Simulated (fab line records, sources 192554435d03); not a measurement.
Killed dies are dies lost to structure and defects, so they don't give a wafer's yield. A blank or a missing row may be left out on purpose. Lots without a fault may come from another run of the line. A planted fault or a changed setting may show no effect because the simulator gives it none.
Chamber matching | flow n5_finfet | N5_STI_FIN_REVEAL_ALD_14 on ald_sin-02: 4 sister chambers
The step deposits Si3N4, target thk 3 nm. 4 wafers are shown with their chamber, then 7 later ones without.

WAFERS WITH THEIR CHAMBER
wafer  | chamber | heater_power_w (W)
L085.1 | 2       | 848
L085.4 | 3       | 923
L089.2 | 0       | 796
L089.3 | 1       | 826

WAFERS WITHOUT THEIR CHAMBER
wafer  | heater_power_w (W)
L089.6 | 776
L096.1 | 925
L096.3 | 814
L096.5 | 792
L097.1 | 830
L097.4 | 859
L097.5 | 857

WHICH CHAMBER EACH WENT THROUGH
wafer  | from the rows above     | in truth
L089.6 | 0                       | 0
L096.1 | 3                       | 3
L096.3 | can't be placed: 1 or 0 | 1
L096.5 | 0                       | 0
L097.1 | can't be placed: 1 or 2 | 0
L097.4 | 2                       | 2
L097.5 | 2                       | 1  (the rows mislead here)
Placed correctly: 4 of 7. Can't be placed from these rows: 2 (the true chamber is among the candidates in 1). Placed wrongly: 1.
How it was worked out, from the rows above alone: a wafer's distance from a chamber is the root of the sum, over the readings, of the square of ((its reading less the chamber's mean) divided by the reading's scatter). The wafer belongs to the nearest chamber; if the next one is less than 2 further off, it can't be placed. A chamber's mean is the mean of its shown wafers. The scatter: with one shown wafer a chamber, the root of the mean of the squares of how far each hidden wafer lies from its nearest shown one.
